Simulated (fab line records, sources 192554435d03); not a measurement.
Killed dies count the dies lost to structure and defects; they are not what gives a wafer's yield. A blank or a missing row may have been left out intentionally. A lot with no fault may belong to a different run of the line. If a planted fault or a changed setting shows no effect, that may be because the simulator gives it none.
Split-lot experiment || flow n5 finfet || 7 lots, 39 wafers read, on a route of 1938 steps

== SPLIT DETAILS ==
At N5_BEOL_M7_ILD_DEP_00 (deposits SiCOH lowk from DEMS/porogen, target thk 179.75 nm, time 33.4 s), the setting time s was moved away from the recipe's 33.4 s on 18 of the 39 wafers read, by -20.6% to +44.0%. This setting was run at the recipe's value on the other wafers.

== BETWEEN THE SPLIT AND THE READING: the file shows 1 step in between ==
- N5_BEOL_M7_CURE_74: cures SiCOH lowk, time 240 s

== THE READING ==
M7_ILD_THK (nm), taken at N5_BEOL_M7_THK_MEAS_01. Fault-free wafers of this fab line usually give 155.0 nm, standard deviation 1.9 nm.

{"wafer": "L074.1", "tool, chamber at the split": "pecvd-03, 1", "time s as run, s": 33.4, "against the recipe": "recipe", "M7_ILD_THK, nm": 155.5, "against lot-mates on the recipe": "-"}
{"wafer": "L074.2", "tool, chamber at the split": "pecvd-03, 0", "time s as run, s": 48.09, "against the recipe": "+44.0%", "M7_ILD_THK, nm": 221.3, "against lot-mates on the recipe": "+65.8"}
{"wafer": "L074.3", "tool, chamber at the split": "pecvd-03, 2", "time s as run, s": 33.4, "against the recipe": "recipe", "M7_ILD_THK, nm": 154.0, "against lot-mates on the recipe": "-"}
{"wafer": "L074.4", "tool, chamber at the split": "pecvd-03, 0", "time s as run, s": 48.09, "against the recipe": "+44.0%", "M7_ILD_THK, nm": 223.9, "against lot-mates on the recipe": "+68.4"}
{"wafer": "L074.5", "tool, chamber at the split": "pecvd-03, 1", "time s as run, s": 48.09, "against the recipe": "+44.0%", "M7_ILD_THK, nm": 224.3, "against lot-mates on the recipe": "+68.8"}
{"wafer": "L074.6", "tool, chamber at the split": "pecvd-03, 2", "time s as run, s": 33.4, "against the recipe": "recipe", "M7_ILD_THK, nm": 156.9, "against lot-mates on the recipe": "-"}
{"wafer": "L080.1", "tool, chamber at the split": "pecvd-03, 0", "time s as run, s": 33.4, "against the recipe": "recipe", "M7_ILD_THK, nm": 153.7, "against lot-mates on the recipe": "-"}
{"wafer": "L080.4", "tool, chamber at the split": "pecvd-03, 1", "time s as run, s": 33.4, "against the recipe": "recipe", "M7_ILD_THK, nm": 156.0, "against lot-mates on the recipe": "-"}
{"wafer": "L080.6", "tool, chamber at the split": "pecvd-03, 2", "time s as run, s": 33.4, "against the recipe": "recipe", "M7_ILD_THK, nm": 157.2, "against lot-mates on the recipe": "-"}
{"wafer": "L087.1", "tool, chamber at the split": "pecvd-04, 2", "time s as run, s": 27.06, "against the recipe": "-19.0%", "M7_ILD_THK, nm": 123.5, "against lot-mates on the recipe": -31.3}
{"wafer": "L087.2", "tool, chamber at the split": "pecvd-04, 1", "time s as run, s": 27.06, "against the recipe": "-19.0%", "M7_ILD_THK, nm": 124.1, "against lot-mates on the recipe": -30.7}
{"wafer": "L087.3", "tool, chamber at the split": "pecvd-04, 0", "time s as run, s": 33.4, "against the recipe": "recipe", "M7_ILD_THK, nm": 153.5, "against lot-mates on the recipe": "-"}
{"wafer": "L087.4", "tool, chamber at the split": "pecvd-04, 1", "time s as run, s": 33.4, "against the recipe": "recipe", "M7_ILD_THK, nm": 155.6, "against lot-mates on the recipe": "-"}
{"wafer": "L087.5", "tool, chamber at the split": "pecvd-04, 2", "time s as run, s": 33.4, "against the recipe": "recipe", "M7_ILD_THK, nm": 155.3, "against lot-mates on the recipe": "-"}
{"wafer": "L087.6", "tool, chamber at the split": "pecvd-04, 0", "time s as run, s": 27.06, "against the recipe": "-19.0%", "M7_ILD_THK, nm": 126.0, "against lot-mates on the recipe": -28.8}
{"wafer": "L088.1", "tool, chamber at the split": "pecvd-01, 0", "time s as run, s": 26.51, "against the recipe": "-20.6%", "M7_ILD_THK, nm": 122.9, "against lot-mates on the recipe": -31.9}
{"wafer": "L088.2", "tool, chamber at the split": "pecvd-01, 2", "time s as run, s": 26.51, "against the recipe": "-20.6%", "M7_ILD_THK, nm": 121.3, "against lot-mates on the recipe": -33.5}
{"wafer": "L088.3", "tool, chamber at the split": "pecvd-01, 0", "time s as run, s": 26.51, "against the recipe": "-20.6%", "M7_ILD_THK, nm": 125.0, "against lot-mates on the recipe": -29.8}
{"wafer": "L088.4", "tool, chamber at the split": "pecvd-01, 2", "time s as run, s": 33.4, "against the recipe": "recipe", "M7_ILD_THK, nm": 153.8, "against lot-mates on the recipe": "-"}
{"wafer": "L088.5", "tool, chamber at the split": "pecvd-01, 2", "time s as run, s": 33.4, "against the recipe": "recipe", "M7_ILD_THK, nm": 153.9, "against lot-mates on the recipe": "-"}
{"wafer": "L088.6", "tool, chamber at the split": "pecvd-01, 0", "time s as run, s": 33.4, "against the recipe": "recipe", "M7_ILD_THK, nm": 156.6, "against lot-mates on the recipe": "-"}
{"wafer": "L090.1", "tool, chamber at the split": "pecvd-04, 1", "time s as run, s": 33.4, "against the recipe": "recipe", "M7_ILD_THK, nm": 151.1, "against lot-mates on the recipe": "-"}
{"wafer": "L090.2", "tool, chamber at the split": "pecvd-04, 2", "time s as run, s": 41.82, "against the recipe": "+25.2%", "M7_ILD_THK, nm": 188.5, "against lot-mates on the recipe": "+35.1"}
{"wafer": "L090.3", "tool, chamber at the split": "pecvd-04, 0", "time s as run, s": 33.4, "against the recipe": "recipe", "M7_ILD_THK, nm": 153.3, "against lot-mates on the recipe": "-"}
{"wafer": "L090.4", "tool, chamber at the split": "pecvd-04, 0", "time s as run, s": 33.4, "against the recipe": "recipe", "M7_ILD_THK, nm": 155.9, "against lot-mates on the recipe": "-"}
{"wafer": "L090.5", "tool, chamber at the split": "pecvd-04, 1", "time s as run, s": 41.82, "against the recipe": "+25.2%", "M7_ILD_THK, nm": 194.9, "against lot-mates on the recipe": "+41.5"}
{"wafer": "L090.6", "tool, chamber at the split": "pecvd-04, 2", "time s as run, s": 41.82, "against the recipe": "+25.2%", "M7_ILD_THK, nm": 193.2, "against lot-mates on the recipe": "+39.8"}
{"wafer": "L095.1", "tool, chamber at the split": "pecvd-03, 0", "time s as run, s": 33.4, "against the recipe": "recipe", "M7_ILD_THK, nm": 152.2, "against lot-mates on the recipe": "-"}
{"wafer": "L095.2", "tool, chamber at the split": "pecvd-03, 2", "time s as run, s": 39.84, "against the recipe": "+19.3%", "M7_ILD_THK, nm": 181.4, "against lot-mates on the recipe": "+27.5"}
{"wafer": "L095.3", "tool, chamber at the split": "pecvd-03, 1", "time s as run, s": 33.4, "against the recipe": "recipe", "M7_ILD_THK, nm": 154.9, "against lot-mates on the recipe": "-"}
{"wafer": "L095.4", "tool, chamber at the split": "pecvd-03, 0", "time s as run, s": 39.84, "against the recipe": "+19.3%", "M7_ILD_THK, nm": 185.8, "against lot-mates on the recipe": "+31.9"}
{"wafer": "L095.5", "tool, chamber at the split": "pecvd-03, 2", "time s as run, s": 39.84, "against the recipe": "+19.3%", "M7_ILD_THK, nm": 186.3, "against lot-mates on the recipe": "+32.4"}
{"wafer": "L095.6", "tool, chamber at the split": "pecvd-03, 1", "time s as run, s": 33.4, "against the recipe": "recipe", "M7_ILD_THK, nm": 154.7, "against lot-mates on the recipe": "-"}
{"wafer": "L096.1", "tool, chamber at the split": "pecvd-01, 0", "time s as run, s": 44.64, "against the recipe": "+33.7%", "M7_ILD_THK, nm": 203.9, "against lot-mates on the recipe": "+49.4"}
{"wafer": "L096.2", "tool, chamber at the split": "pecvd-01, 1", "time s as run, s": 33.4, "against the recipe": "recipe", "M7_ILD_THK, nm": 154.4, "against lot-mates on the recipe": "-"}
{"wafer": "L096.3", "tool, chamber at the split": "pecvd-01, 2", "time s as run, s": 33.4, "against the recipe": "recipe", "M7_ILD_THK, nm": 153.5, "against lot-mates on the recipe": "-"}
{"wafer": "L096.4", "tool, chamber at the split": "pecvd-01, 0", "time s as run, s": 33.4, "against the recipe": "recipe", "M7_ILD_THK, nm": 155.5, "against lot-mates on the recipe": "-"}
{"wafer": "L096.5", "tool, chamber at the split": "pecvd-01, 2", "time s as run, s": 44.64, "against the recipe": "+33.7%", "M7_ILD_THK, nm": 206.5, "against lot-mates on the recipe": "+52.0"}
{"wafer": "L096.6", "tool, chamber at the split": "pecvd-01, 1", "time s as run, s": 44.64, "against the recipe": "+33.7%", "M7_ILD_THK, nm": 208.0, "against lot-mates on the recipe": "+53.5"}

FIT RESULTS
A straight line over all 39 wafers: M7_ILD_THK changes by +1.54 nm for each +1% of time s; r = +1.00; the points scatter about the line by 1.8 nm.
The same after taking each lot's own level away (the mean of its wafers on the recipe; 39 wafers): +1.55 nm for each +1%; r = +1.00; scatter 1.7 nm.
On that fit, the largest move of time s shifts the reading by 68 nm.
Across the lots, their own levels run from 153.43 to 155.63 nm, a range of 1.2 times the standard deviation given above.
The two slopes are in agreement: the lot-to-lot level therefore moves the slope only a little.
Check: +68.3 nm against its lot-mates is what the line predicts for one of the wafers moved furthest among these (+44.0%) when that wafer is left out of the fit. Against them it came out at +65.8 nm.

== ADDITIONAL SPLITS CARRIED BY THESE WAFERS ==
Note: prior to the reading, these wafers also went through further splits. Each is held against what the fit with the lots' levels taken away leaves over:
{"other split on the same wafers": "N5_BEOL_M0_SAQP_PECVD_96 time s", "wafers away from the commonest value": 15, "r with M7_ILD_THK (lot level and that fit taken away)": "+0.04"}
{"other split on the same wafers": "N5_BEOL_M3_TRENCH_ETCH_37 target depth a", "wafers away from the commonest value": 15, "r with M7_ILD_THK (lot level and that fit taken away)": "+0.08"}

== THE WHOLE CHAIN: every reading that the file lists as answering this split, in the file's order ==
{"step": "N5_BEOL_M7_ILD_DEP_00", "what it does": "deposits SiCOH lowk from DEMS/porogen, target thk 179.75 nm, time 33.4 s", "reading": "SiCOH_lowk_of_BEOL_M7_ILD_DEP_00.thk nm (the simulator's own value, which no gauge read)", "change (the file's fit)": "+1.77 nm for each +1% of the setting", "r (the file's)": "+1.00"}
{"step": "N5_BEOL_M7_CURE_74", "what it does": "cures SiCOH lowk, time 240 s", "reading": "SiCOH_lowk_of_BEOL_M7_ILD_DEP_00.thk nm (the simulator's own value, which no gauge read)", "change (the file's fit)": "+1.55 nm for each +1% of the setting", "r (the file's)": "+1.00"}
{"step": "N5_BEOL_M7_THK_MEAS_01", "what it does": "", "reading": "M7_ILD_THK", "change (the file's fit)": "+1.55 for each +1% of the setting", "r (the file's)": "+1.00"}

== THE FILE'S OWN FIT ==
M7_ILD_THK changes by +1.55 nm for each +1% of time s, r = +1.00.
